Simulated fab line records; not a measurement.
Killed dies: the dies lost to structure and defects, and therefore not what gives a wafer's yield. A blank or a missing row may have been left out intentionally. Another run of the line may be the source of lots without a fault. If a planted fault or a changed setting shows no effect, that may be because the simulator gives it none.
Matching of chambers / flow nand_harc / rie_si-04 running NHARC_A_CHANNEL_FILL_D1_ETCHBACK_19: 4 sister chambers
The step etches the open film in HBr/Cl2, target depth 5 nm, time 1.7 s. 14 wafers are shown with their chamber, then 7 later ones without.

== EACH WAFER AND ITS CHAMBER ==
wafer=L077.3; chamber=1; drypump_motor_current_A (A)=6.0; oes_product_au (a.u.)=1.014; throttle_valve_pct (%)=26.409
wafer=L077.4; chamber=2; drypump_motor_current_A (A)=5.3; oes_product_au (a.u.)=1.002; throttle_valve_pct (%)=26.399
wafer=L077.6; chamber=0; drypump_motor_current_A (A)=6.4; oes_product_au (a.u.)=1.000; throttle_valve_pct (%)=26.406
wafer=L079.2; chamber=2; drypump_motor_current_A (A)=5.3; oes_product_au (a.u.)=1.006; throttle_valve_pct (%)=26.417
wafer=L079.3; chamber=1; drypump_motor_current_A (A)=6.0; oes_product_au (a.u.)=1.010; throttle_valve_pct (%)=26.421
wafer=L079.6; chamber=3; drypump_motor_current_A (A)=6.7; oes_product_au (a.u.)=1.010; throttle_valve_pct (%)=26.412
wafer=L082.2; chamber=0; drypump_motor_current_A (A)=6.4; oes_product_au (a.u.)=1.015; throttle_valve_pct (%)=26.393
wafer=L082.3; chamber=3; drypump_motor_current_A (A)=6.6; oes_product_au (a.u.)=1.021; throttle_valve_pct (%)=26.406
wafer=L082.5; chamber=1; drypump_motor_current_A (A)=6.0; oes_product_au (a.u.)=1.031; throttle_valve_pct (%)=26.419
wafer=L086.3; chamber=0; drypump_motor_current_A (A)=6.4; oes_product_au (a.u.)=1.007; throttle_valve_pct (%)=26.400
wafer=L086.5; chamber=3; drypump_motor_current_A (A)=6.6; oes_product_au (a.u.)=0.997; throttle_valve_pct (%)=26.418
wafer=L086.6; chamber=2; drypump_motor_current_A (A)=5.3; oes_product_au (a.u.)=0.996; throttle_valve_pct (%)=26.418
wafer=L090.1; chamber=2; drypump_motor_current_A (A)=5.3; oes_product_au (a.u.)=0.986; throttle_valve_pct (%)=26.410
wafer=L090.2; chamber=0; drypump_motor_current_A (A)=6.3; oes_product_au (a.u.)=0.994; throttle_valve_pct (%)=26.414

SIGNATURES (averages over the wafers above)
reading=drypump_motor_current_A; chamber 0=6.375; chamber 1=6.000; chamber 2=5.300; chamber 3=6.633; scatter within a chamber=0.0376
reading=oes_product_au; chamber 0=1.00400; chamber 1=1.01833; chamber 2=0.99750; chamber 3=1.00933; scatter within a chamber=0.0101
reading=throttle_valve_pct; chamber 0=26.40325; chamber 1=26.41633; chamber 2=26.41100; chamber 3=26.41200; scatter within a chamber=0.0079
Rule: a wafer lies at a distance from a chamber equal to the root of the sum of squares, over the readings, of (its reading less the chamber's mean, divided by the reading's scatter). If the next closest chamber is less than 2 further off than the closest, the wafer can't be placed; otherwise it belongs to the closest. The scatter is the square root of a quotient: the sum, over the shown wafers, of each reading's squared deviation from its chamber's mean, divided by wafers minus chambers.

== WAFERS MISSING THEIR CHAMBER ==
wafer=L090.6; drypump_motor_current_A (A)=6.0; oes_product_au (a.u.)=1.021; throttle_valve_pct (%)=26.404
wafer=L095.2; drypump_motor_current_A (A)=6.7; oes_product_au (a.u.)=1.010; throttle_valve_pct (%)=26.406
wafer=L095.3; drypump_motor_current_A (A)=6.0; oes_product_au (a.u.)=1.004; throttle_valve_pct (%)=26.396
wafer=L095.5; drypump_motor_current_A (A)=6.4; oes_product_au (a.u.)=0.988; throttle_valve_pct (%)=26.402
wafer=L094.1; drypump_motor_current_A (A)=6.0; oes_product_au (a.u.)=1.011; throttle_valve_pct (%)=26.405
wafer=L094.4; drypump_motor_current_A (A)=6.7; oes_product_au (a.u.)=1.006; throttle_valve_pct (%)=26.407
wafer=L094.5; drypump_motor_current_A (A)=5.3; oes_product_au (a.u.)=0.991; throttle_valve_pct (%)=26.403

== WHICH CHAMBER EACH WENT THROUGH ==
wafer=L090.6; from the rows above=1; in truth=1
wafer=L095.2; from the rows above=3; in truth=3
wafer=L095.3; from the rows above=1; in truth=1
wafer=L095.5; from the rows above=0; in truth=0
wafer=L094.1; from the rows above=1; in truth=1
wafer=L094.4; from the rows above=3; in truth=3
wafer=L094.5; from the rows above=2; in truth=2
Placed correctly: 7 of 7. From these rows, 0 cannot be placed. Number placed wrongly: 0.
